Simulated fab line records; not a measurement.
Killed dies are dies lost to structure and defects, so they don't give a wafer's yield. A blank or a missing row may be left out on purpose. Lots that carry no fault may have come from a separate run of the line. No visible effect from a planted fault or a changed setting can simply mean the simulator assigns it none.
fab line records	flow n5-finfet	part 2 of 2: steps 20 to 28 of 28
record lots=5	wafers=15	last-day=17
route steps=1938 shown BEOL_M10@1508
lots with no fault: from the same line, run without faults
start-h: start of the lot's first displayed wafer, in hours after the record's first day	wait-h: how many hours have passed since the lot's step before this one	" the same as in the row above	L1.1+2: a row that stands for several wafers	- no value, or no start given	* or withheld: withheld	< > ~ a bound
route shown NAME@n: a module of which the file shows steps, and the number in the route of the first	usual: mean and standard deviation over wafers with no fault	same: alike in all rows	chamber/n: place in a boat	sites: per-site readings	_std_site: standard deviation of those values	_edge_site: mean of outer sites minus mean of inner sites	radius-mm: for every site, how far away it sits from the centre of the wafer	mask NAME#n: copy n	behind: the tool/chamber that last shaped the wafer	hold: reason for holding the lot/hours on hold/outcome of the hold	device: the transistor (n, p or np) that didn't switch	end of line: tests run on the same wafers once the route is complete	a step without rows: its recipe alone	killed: dies that structure and defects cost at the first sort, which is not the same as the wafer's yield	map: dies across one wafer; x = killed, . = not, _ = none there
set.NAME: the setting that was run; set.NAME@STEP: the one run at that earlier step	model.NAME: the simulator's own value behind a step, which no gauge read
certain route steps with their lots: each step a table, each wafer a row
services: a tool's chamber out of use, with start hour (start-h, from the record's first day; less than 0 if before it), hours out, and reason
## steps
# step N5_BEOL_M10_SPUTTER_48
# recipe material=Cu	target-thk-a=120	temp-c=-20	bias-v=60	power-w=26000	chamber-pressure-pa=0.13	time-s=2
# usual throttle-valve-pct=30.1/0.91
# same time-s=2
lot.wafer	tool	chamber	start-h	wait-h	throttle-valve-pct
L074.3	pvd-sputter-02	-	230.15	0.1	30.4
L074.4	"	-	"	"	29.5
L074.5	"	-	"	"	29.6
L081.1	pvd-sputter-02	-	264.27	1.3	29.2
L081.2	"	-	"	"	30.2
L081.6	"	-	"	"	29.5
L082.2	pvd-sputter-01	-	276.36	0.1	29.5
L082.5	"	-	"	"	31.5
L082.6	"	-	"	"	31.0
L084.1	pvd-sputter-01	-	290.25	0.1	29.4
L084.3	"	-	"	"	31.8
L084.6	"	-	"	"	29.6
L094.1	pvd-sputter-02	-	356.67	0.2	29.6
L094.4	"	-	"	"	29.1
L094.6	"	-	"	"	30.3
# step N5_BEOL_M10_ECD_50
# recipe material=Cu	target-thk-a=3180
lot.wafer	tool	chamber	start-h	wait-h
L074.3+4+5	ecd-cu-01	1,0,1	230.30	0.1
L081.1+2+6	ecd-cu-02	0,1,1	264.38	0.1
L082.2+5+6	ecd-cu-02	1,0,1	276.47	0.1
L084.1+3+6	ecd-cu-02	0,1,1	290.38	0.1
L094.1+4+6	ecd-cu-01	1	356.79	0.1
# step N5_BEOL_M10_ANNEAL_51
# recipe temp-c=225	time-s=90	ambient=N2
# usual wafer_temp_C_max=225.82/0.23
# same time-s=90
lot.wafer	tool	chamber	start-h	wait-h	wafer_temp_C_max
L074.3	rtp-anneal-01	0	230.75	0.4	225.76
L074.4	"	0	"	"	225.72
L074.5	"	0	"	"	225.76
L081.1	rtp-anneal-01	0	264.49	0.1	226.02
L081.2	"	0	"	"	226.29
L081.6	"	0	"	"	225.99
L082.2	rtp-anneal-02	0	276.97	0.5	225.34
L082.5	"	0	"	"	225.89
L082.6	"	0	"	"	225.45
L084.1	rtp-anneal-02	0	290.93	0.5	225.87
L084.3	"	0	"	"	225.60
L084.6	"	0	"	"	225.93
L094.1	rtp-anneal-02	0	356.90	0.1	225.98
L094.4	"	0	"	"	225.52
L094.6	"	0	"	"	225.77
# step N5_BEOL_M10_CMP_52
# recipe stop-on=SiCOH_lowk	t-overpolish-s=7	down-force-psi=1	platen-rpm=50	clearing-platen-down-force-psi=1.5	clearing-platen-rpm=50	post-cmp-clean=cu-alkaline	target-thk-nm=140	clearing-platen-pad-velocity-m-s=0.99484	pad-velocity-m-s=0.99484
# usual barrier-field-endpoint-s=29.0/0.83	clearing-platen-down-force-psi=1.4996/0.0028	motor-current-A=6.5/0.72	overpolish-run-s=7.000/0.0079	retaining-ring-pressure-frac=1.000/0.0059	time-to-endpoint-s=66/3.7
lot.wafer	tool	chamber	start-h	wait-h	barrier-field-endpoint-s	clearing-platen-down-force-psi	motor-current-A	overpolish-run-s	retaining-ring-pressure-frac	time-to-endpoint-s
L074.3	cmp-02	2	230.99	0.2	28.6	1.4988	6.2	6.994	1.000	66
L074.4	"	3	"	"	29.4	1.4997	5.6	6.992	0.993	68
L074.5	"	2	"	"	29.4	1.4996	6.6	6.997	1.009	67
L081.2	cmp-02	1	264.79	0.2	27.7	1.5037	7.2	7.002	0.986	60
L081.1	"	0	"	"	28.1	1.4979	5.4	7.002	1.011	67
L081.6	"	1	"	"	27.8	1.5029	7.3	7.007	0.995	61
L082.2	cmp-02	3	277.22	0.2	28.9	1.4961	5.6	6.996	0.998	66
L082.5	"	3	"	"	30.0	1.4969	5.8	7.001	1.006	65
L082.6	"	0	"	"	28.5	1.5041	5.4	6.997	1.005	65
L084.3	cmp-02	1	291.32	0.3	28.8	1.4967	6.8	7.006	0.997	62
L084.1	"	2	"	"	29.9	1.4972	6.7	7.002	0.997	66
L084.6	"	3	"	"	28.9	1.5019	5.7	6.995	1.001	66
L094.1	cmp-02	2	357.20	0.3	28.5	1.5049	6.2	7.003	1.002	66
L094.4	"	0	"	"	28.5	1.4972	5.5	7.008	0.995	66
L094.6	"	3	"	"	29.3	1.5030	5.6	6.999	1.008	66
# step N5_BEOL_M10_THK_MEAS_53
# recipe thk-meas-gauge=xrf	reads=Cu_of_BEOL_M10_ECD_50
# usual M10_THK=148/3.4
lot.wafer	tool	chamber	start-h	wait-h	M10_THK[nm]
L074.3	film-metro-01	-	231.25	-	145
L074.4	"	-	"	"	155
L074.5	"	-	"	"	153
L081.1	film-metro-02	-	265.09	-	146
L081.2	"	-	"	"	145
L081.6	"	-	"	"	146
L082.2	film-metro-01	-	277.52	-	145
L082.5	"	-	"	"	148
L082.6	"	-	"	"	146
L084.1	film-metro-02	-	291.55	0.2	144
L084.3	"	-	"	"	145
L084.6	"	-	"	"	144
L094.1	film-metro-01	-	357.49	-	150
L094.4	"	-	"	"	144
L094.6	"	-	"	"	144
# step N5_BEOL_M10_PRE_CLEAN_55
# recipe gas=NH3	time-s=15	temp-c=withheld	rf-power-w=300
# same time-s=15
lot.wafer	tool	chamber	start-h	wait-h
L074.3+4+5	pecvd-04	2,0,1	231.29	0.0
L081.1+2+6	pecvd-04	0,1,0	265.12	0.0
L082.2+5+6	pecvd-03	2,1,2	277.55	0.0
L084.1+3+6	pecvd-02	1,2,1	291.59	0.0
L094.1+4+6	pecvd-02	1,0,1	357.53	0.0
# step N5_BEOL_M10_DEP_56
# recipe material=SiCN	target-thk-a=150	temp-c=withheld	precursor=3MS/NH3	pressure-torr=3	rf-w=202	time-s=26.5
# usual chamber-pressure-Torr=2.999/0.0065	showerhead-plenum-p-Torr=3.666/0.012	throttle-valve-pct=9.1/0.4
# same time-s=26.5
lot.wafer	tool	chamber	start-h	wait-h	chamber-pressure-Torr	showerhead-plenum-p-Torr	throttle-valve-pct
L074.3	pecvd-04	2	231.31	0.0	2.997	3.682	9.2
L074.4	"	0	"	"	3.008	3.646	9.0
L074.5	"	1	"	"	3.008	3.654	9.4
L081.1	pecvd-04	0	265.16	0.0	2.996	3.648	9.0
L081.2	"	1	"	"	3.002	3.661	9.4
L081.6	"	0	"	"	3.011	3.651	8.9
L082.2	pecvd-03	2	277.58	0.0	3.003	3.680	8.5
L082.5	"	1	"	"	3.008	3.677	8.9
L082.6	"	2	"	"	3.005	3.674	8.6
L084.1	pecvd-02	1	291.62	0.0	3.019	3.665	9.5
L084.3	"	2	"	"	2.995	3.679	8.9
L084.6	"	1	"	"	3.018	3.662	9.5
L094.1	pecvd-02	1	357.55	0.0	2.997	3.667	9.5
L094.4	"	0	"	"	2.997	3.648	9.3
L094.6	"	1	"	"	3.004	3.666	9.7
# step N5_BEOL_M10_RS_MEAS_57
# recipe thk-meas-gauge=four-point-probe	reads=Cu_of_BEOL_M10_ECD_50+Co_of_BEOL_M10_CVD_75+TaN_of_BEOL_M10_ALD_74
# usual M10_RS=0.149/0.0034
lot.wafer	tool	chamber	start-h	wait-h	M10_RS[ohm/sq]
L074.3	film-metro-02	-	231.39	0.1	0.151
L074.4	"	-	"	"	0.140
L074.5	"	-	"	"	0.142
L081.1	film-metro-01	-	265.25	0.1	0.149
L081.2	"	-	"	"	0.151
L081.6	"	-	"	"	0.150
L082.2	film-metro-01	-	277.65	0.1	0.152
L082.5	"	-	"	"	0.148
L082.6	"	-	"	"	0.150
L084.1	film-metro-01	-	291.69	0.1	0.151
L084.3	"	-	"	"	0.150
L084.6	"	-	"	"	0.152
L094.1	film-metro-01	-	357.63	0.1	0.146
L094.4	"	-	"	"	0.153
L094.6	"	-	"	"	0.153
# step N5_BEOL_M10_INSPECT_58
# recipe inspect-instrument=darkfield	mode=post-dep
# usual raw-defect-count=66/21
lot.wafer	tool	chamber	start-h	wait-h	raw-defect-count
L074.3	defect-inspect-02	-	231.41	0.0	89
L074.4	"	-	"	"	69
L074.5	"	-	"	"	137
L081.1	defect-inspect-02	-	265.28	0.0	102
L081.2	"	-	"	"	69
L081.6	"	-	"	"	99
L082.2	defect-inspect-02	-	277.68	0.0	95
L082.5	"	-	"	"	84
L082.6	"	-	"	"	96
L084.1	defect-inspect-01	-	291.72	0.0	49
L084.3	"	-	"	"	68
L084.6	"	-	"	"	77
L094.1	defect-inspect-02	-	357.65	0.0	68
L094.4	"	-	"	"	68
L094.6	"	-	"	"	60
## services
tool	chamber	start-h	hours	kind
ecd-cu-02	-	206.87	0.3	repair
rie-diel-03	-	207.12	0.4	repair
cmp-02	-	215.42	4.0	pm
pecvd-04	2	217.99	6.7	repair
rie-diel-02	2	220.79	6.6	repair
rie-diel-02	3	222.10	1.4	repair
wet-bench-01	-	231.52	7.6	repair
rtp-anneal-02	-	236.21	4.7	pm
cmp-02	-	244.01	1.5	repair
rie-diel-03	2	246.73	2.6	repair
ald-metal-01	1	252.08	4.1	repair
ald-metal-03	-	259.98	8.7	pm
pvd-sputter-01	-	265.60	4.9	repair
ald-metal-03	1	272.93	4.8	repair
cmp-02	-	287.69	1.8	repair
uv-cure-01	-	295.04	3.0	repair
cmp-02	-	305.39	3.3	repair
pvd-sputter-02	-	306.05	1.9	repair
rie-diel-06	-	307.32	2.8	pm
ald-metal-03	0	317.25	10.0	repair
ald-metal-03	1	319.23	13.0	repair
rie-diel-02	-	329.88	24.2	repair
cmp-02	-	340.86	5.7	pm
wet-bench-01	-	346.44	1.3	repair
